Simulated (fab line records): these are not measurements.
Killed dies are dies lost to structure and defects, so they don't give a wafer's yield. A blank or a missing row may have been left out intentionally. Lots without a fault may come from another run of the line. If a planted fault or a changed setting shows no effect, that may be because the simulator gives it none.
A struck lot beside a sound one | flow nand harc | 15 steps out of a route of 1302
Sound: these wafers, L297.3, L297.4, L297.5. Wafers L296.1, L296.3, L296.4 were the ones struck. The cause is given at the end.
Order at every step that has rows: each side's tool, ch and its chambers, its first start. Under that, the readings that differ: sound wafers | struck wafers | difference of the means | sigmas: that difference in standard deviations of wafers without a fault.
alike: readings with means less than 2 such deviations apart, plus words and numbers identical on both sides. not compared: withheld readings, readings lacking a value on some wafer, bounds such as >300 that could conceal the same value, and numbers that have no deviation in the record and whose values overlap.
A row with sigmas, a row that says differs or no value, or rows on one side alone: a step with any of these is where the two part. Numbers that don't overlap but have no deviation are shown without sigmas and don't part them. A reading missing from all wafers of one side parts the sides only when that side holds two or more wafers.

first, 7 steps without rows for these wafers: NHARC_P_ZERO_WELL_HMDS_45 (time 30 s); NHARC_P_ZERO_WELL_COAT_46; NHARC_P_ZERO_WELL_SOFTBAKE_47 (time 95 s); NHARC_P_ZERO_WELL_EBR_48; NHARC_P_ZERO_WELL_EXPOSE_49 (exposes mask P HVPW, target cd 2000 nm); NHARC_P_ZERO_WELL_PEB_50 (peb time 85 s); NHARC_P_ZERO_WELL_DEVELOP_51 (time 70 s).
NHARC_P_ZERO_WELL_CD_MEAS_52 targets a cd of 2000 nm.
  sound on cd sem-02 ch 0, day 9 09:32; struck on cd sem-01 ch 0, day 8 23:45
  alike: cd nm
then, 1 step without rows for these wafers: NHARC_P_ZERO_WELL_HARDBAKE_53 (time 80 s).
NHARC_P_ZERO_WELL_DESCUM_54: chemistry O2, time 3 s.
  sound on rie diel-05 ch 1,2,3, day 9 09:41; struck on rie diel-05 ch 0,1,2, day 9 00:12
  alike: drypump motor current A, oes product au, rf vpp V, showerhead plenum p Torr, throttle valve pct
  not compared: rf hours counter h
then, 2 steps without rows for these wafers: NHARC_P_ZERO_WELL_IMPLANT_55; NHARC_P_ZERO_WELL_IMPLANT_61.
NHARC_P_ZERO_WELL_STRIP_56: strips in SPM, time 840 s.
  sound on wet bench-05 ch 4,5,6, day 9 10:15; struck on wet bench-09 ch 2,5,6, day 9 00:45
  reading          | sound             | struck            | difference | sigmas
  run length s (s) | 843.3 842.5 844.4 | 261.3 260.9 262.6 | -581.8     | -99 or more
then, 2 steps without rows for these wafers: NHARC_P_ZERO_WELL_PRECLEAN_68 (cleans in SC1, time 60 s); NHARC_END_SORT_01.

== WHERE THEY PART ==
Only at NHARC_P_ZERO_WELL_STRIP_56, as far as this record shows.

WHY: what had been put in by the simulator
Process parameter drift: wet bench-09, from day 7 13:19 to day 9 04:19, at NHARC_P_ZERO_WELL_STRIP_56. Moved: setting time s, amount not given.
